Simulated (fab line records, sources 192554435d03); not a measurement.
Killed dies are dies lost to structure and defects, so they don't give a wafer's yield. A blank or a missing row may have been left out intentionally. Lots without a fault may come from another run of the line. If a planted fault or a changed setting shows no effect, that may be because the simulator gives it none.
Lot-split experiment ; flow n5_finfet ; route with 1938 steps; 7 lots, 21 wafers read

## ON THE SPLIT
At N5_FIN_SAQP_PEB_14 (peb time 60 s), the setting peb_time_s was moved away from the recipe's 60 s on 7 of the 21 wafers read, by -6.6% to +18.5%. All remaining wafers had this setting at the recipe value.

## BETWEEN THE SPLIT AND THE READING: the file shows 1 step in between
- N5_FIN_SAQP_DEVELOP_15: develop time 30 s

## THE READING
cd_nm, in nm, at N5_FIN_SAQP_CD_MEAS_16 (target cd 35.6 nm). On this fab line, fault-free wafers typically give 35.8 nm with a standard deviation of 0.39 nm.

wafer;tool, chamber at the split;peb_time_s as run, s;against the recipe;cd_nm, nm;against lot-mates on the recipe
L078.1;litho_track-02, 0;65.94;+9.9%;34.1;-2.2
L078.2;litho_track-02, 0;60;recipe;36.3;-
L078.4;litho_track-02, 0;65.94;+9.9%;34.3;-2.0
L082.1;litho_track-02, 0;60;recipe;35.8;-
L082.2;litho_track-02, 0;60;recipe;35.7;-
L082.5;litho_track-02, 0;60;recipe;35.7;-
L084.2;litho_track-01, 0;56.04;-6.6%;36.8;+1.0
L084.3;litho_track-01, 0;60;recipe;35.8;-
L084.6;litho_track-01, 0;60;recipe;35.8;-
L089.2;litho_track-01, 0;60;recipe;35.6;-
L089.4;litho_track-01, 0;60;recipe;36.2;-
L089.6;litho_track-01, 0;60;recipe;35.6;-
L091.3;litho_track-04, 0;71.08;+18.5%;33.7;-1.7
L091.5;litho_track-04, 0;71.08;+18.5%;33.2;-2.2
L091.6;litho_track-04, 0;60;recipe;35.4;-
L094.1;litho_track-02, 0;60;recipe;36.1;-
L094.4;litho_track-02, 0;60;recipe;35.6;-
L094.5;litho_track-02, 0;60;recipe;36.4;-
L095.3;litho_track-01, 0;69.04;+15.1%;33.6;-1.8
L095.4;litho_track-01, 0;60;recipe;35.4;-
L095.5;litho_track-01, 0;69.04;+15.1%;33.1;-2.3

THE FIT
A straight line over all 21 wafers: cd_nm changes by -0.145 nm for each +1% of peb_time_s; r = -0.96; the points scatter about the line by 0.32 nm.
The same after taking each lot's own level away (the mean of its wafers on the recipe; 21 wafers): -0.13 nm for each +1%; r = -0.94; scatter 0.37 nm.
On that fit, the largest move of peb_time_s shifts the reading by 2.4 nm.
The span of the lots' own levels, 35.40 to 36.30 nm, comes to 2.3 times the standard deviation stated above.
So the lot-to-lot level changes the slope: the two fits differ.
Check: with one of the wafers moved furthest among these (+18.5%) left out of the fit, the line predicts -2.68 nm for it against its lot-mates. It came out at -1.7 nm against them.

## OTHER SPLITS APPLIED TO THESE WAFERS
Before the reading, these wafers also passed through other splits. Each is held against what the fit with the lots' levels taken away leaves over:
other split on the same wafers;wafers away from the commonest value;r with cd_nm (lot level and that fit taken away)
N5_WELL_APT_PEB_23 peb_temp_c;7;+0.14
N5_WELL_APT_DEVELOP_24 develop_time_s;5;-0.08
N5_FIN_SAQP_HM_DEP_03 time_s;5;-0.35

## FILE'S OWN FIT
cd_nm changes by -0.135 nm for each +1% of peb_time_s, r = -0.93.
